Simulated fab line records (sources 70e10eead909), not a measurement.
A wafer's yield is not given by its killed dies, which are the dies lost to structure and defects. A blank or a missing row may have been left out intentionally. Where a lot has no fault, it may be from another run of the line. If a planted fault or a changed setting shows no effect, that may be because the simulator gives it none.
A struck lot beside a sound one | flow nandHarc | 40 steps out of a route of 1159
Sound: the wafers L374.3, L374.5, L374.6. Wafers struck: L382.2, L382.4, L382.5. The cause is given at the end.
Each step with rows lists, per side, the tool, then ch with its chambers, then its first start. Under that, the readings that differ: sound wafers | struck wafers | difference of the means | sigmas: that difference in standard deviations of wafers without a fault.
alike: readings whose means differ by less than 2 such deviations, and words and numbers that are the same on both sides. not compared: withheld readings, readings that some wafer has no value for, bounds like >300 that may hide the same value, and numbers for which the record gives no deviation and whose values overlap.
A row with sigmas, a row that says differs or no value, or rows on one side alone: a step with any of these is where the two part. When numbers do not overlap yet have no deviation, they are printed without sigmas and do not part them. Lack of a reading on every wafer of one side parts them only where that side has two or more wafers.

NHARC_P_M1_INSPECT_11:
  sound on defectInspect-01 at day 6 01:22; struck on defectInspect-01 at day 8 06:26
  alike: rawDefectCount
then, 3 steps without rows for these wafers: NHARC_P_M1_DESCUM_14 (chemistry O2, time 3 s); NHARC_P_M1_ETCH_35 (etches the open film in N2/H2, target depth 40 nm, overetch 12 nm, time 43.94 s); NHARC_P_M1_ETCH_15 (etches the open film in C4F8/Ar, target depth 182.5 nm, time 91.2 s).
NHARC_P_M1_CD_MEAS_16:
  sound on cdSem-03 at day 6 01:44; struck on cdSem-03 at day 8 06:48
  alike: cdNm
NHARC_P_M1_STRIP_18: strips in N2/H2.
  sound on rieDiel-13 ch 0,1,2, day 6 01:53; struck on rieDiel-13 ch 0,3, day 8 06:53
  alike: drypumpMotorCurrentA, oesProductAu, rfFwdPowerW, rfVppV, showerheadPlenumPTorr, throttleValvePct
  not compared: rfHoursCounterH
then, 3 steps without rows for these wafers: NHARC_P_M1_ETCH_28 (etches the open film in CF4/N2, target depth 30 nm, time 72.99 s); NHARC_P_M1_STRIP_19 (strips in post etch residue remover, time 600 s); NHARC_P_M1_DEGAS_29 (time 60 s).
NHARC_P_M1_PRE_CLEAN_30: time 30 s.
  sound on pvdSputter-01; struck on pvdSputter-02
  alike: heaterPowerW
then, 2 steps without rows for these wafers: NHARC_P_M1_PVD_20 (deposits TaN, target thk 5 nm, time 8.06 s); NHARC_P_M1_PVD_21 (deposits Cu, target thk 30 nm, time 20.49 s).
NHARC_P_M1_ECD_22: material Cu, target thk 400 nm.
  sound on ecdCu-02 ch 0,1, day 6 02:59; struck on ecdCu-02 ch 0, day 8 07:58
NHARC_P_M1_ANNEAL_31: time 90 s.
  sound on rtpAnneal-01 ch 0, day 6 03:19; struck on rtpAnneal-01 ch 0, day 8 08:20
  alike: annealTempCMax, wafer_temp_C_max
then, 1 step without rows for these wafers: NHARC_P_M1_CMP_23 (polishes, t overpolish 20 s, target thk 157.82 nm).
NHARC_P_M1_THK_MEAS_24: measures by xrf.
  sound on filmMetro-02 at day 6 03:52; struck on filmMetro-01 at day 8 08:57
  alike: thkNm
then, 13 steps without rows for these wafers: NHARC_P_M1_SRD_25; NHARC_P_M1_PRE_CLEAN_32 (time 12 s); NHARC_P_M1_DEP_33 (deposits SiCN, target thk 30 nm); NHARC_P_M2_DEP_00 (deposits SiOC, target thk 182.5 nm); NHARC_P_M2_DEHYDRATE_01 (time 120 s); NHARC_P_M2_HMDS_02 (time 30 s); NHARC_P_M2_COAT_34 (time 65 s); NHARC_P_M2_COAT_03 (resist thk 90 nm); NHARC_P_M2_SOFTBAKE_04 (time 55 s); NHARC_P_M2_EBR_05; NHARC_P_M2_EXPOSE_06 (exposes mask P M2, target cd 170 nm); NHARC_P_M2_PEB_07 (peb time 65 s); NHARC_P_M2_DEVELOP_08 (develop time 35 s).
NHARC_P_M2_CD_MEAS_09 targets a cd of 170 nm.
  sound on cdSem-03 ch 0, day 6 05:18; struck on cdSem-02 ch 0, day 8 10:23
  alike: cdNm
NHARC_P_M2_OVL_MEAS_10: pitch 340 nm.
  sound on overlay-01 at day 6 05:23; struck on overlay-02 at day 8 10:28
  alike: overlayXNm, overlayYNm
NHARC_P_M2_DESCUM_14: chemistry O2, time 3 s.
  sound on rieDiel-10 ch 0,2,3, day 6 05:31; struck on rieDiel-07 ch 1,2, day 8 10:34
  alike: drypumpMotorCurrentA, oesProductAu, rfVppV, showerheadPlenumPTorr, throttleValvePct
  not compared: rfHoursCounterH
then, 2 steps without rows for these wafers: NHARC_P_M2_ETCH_35 (etches the open film in N2/H2, target depth 40 nm, overetch 12 nm, time 43.94 s); NHARC_P_M2_ETCH_15 (etches the open film in C4F8/Ar, target depth 182.5 nm, time 91.2 s).
NHARC_P_M2_CD_MEAS_16:
  sound on cdSem-02 at day 6 05:47; struck on cdSem-03 at day 8 10:55
  alike: cdNm
NHARC_P_M2_STRIP_18: strips in N2/H2.
  sound on rieDiel-07 ch 1,2,3, day 6 05:56; struck on rieDiel-07 ch 2,3, day 8 10:59
  alike: drypumpMotorCurrentA, oesProductAu, rfFwdPowerW, rfVppV, showerheadPlenumPTorr, throttleValvePct
  not compared: rfHoursCounterH
then, 3 steps without rows for these wafers: NHARC_P_M2_ETCH_28 (etches the open film in CF4/N2, target depth 30 nm, time 72.99 s); NHARC_P_M2_STRIP_19 (strips in post etch residue remover, time 600 s); NHARC_P_M2_DEGAS_29 (time 60 s).
-- break in the record here, with 13 days between the starts of the struck wafers on either side (left off in module P_M2, picked up again in module END, where the first step shown is number 1159 on the route) --
NHARC_END_SORT_01:
  at this point the record logs the struck wafers (prober-02 ch 0, day 21 18:19) and has no rows for the sound ones

WHERE THEY PART
Only at NHARC_END_SORT_01, within this record.

WHY: the cause the simulator had injected
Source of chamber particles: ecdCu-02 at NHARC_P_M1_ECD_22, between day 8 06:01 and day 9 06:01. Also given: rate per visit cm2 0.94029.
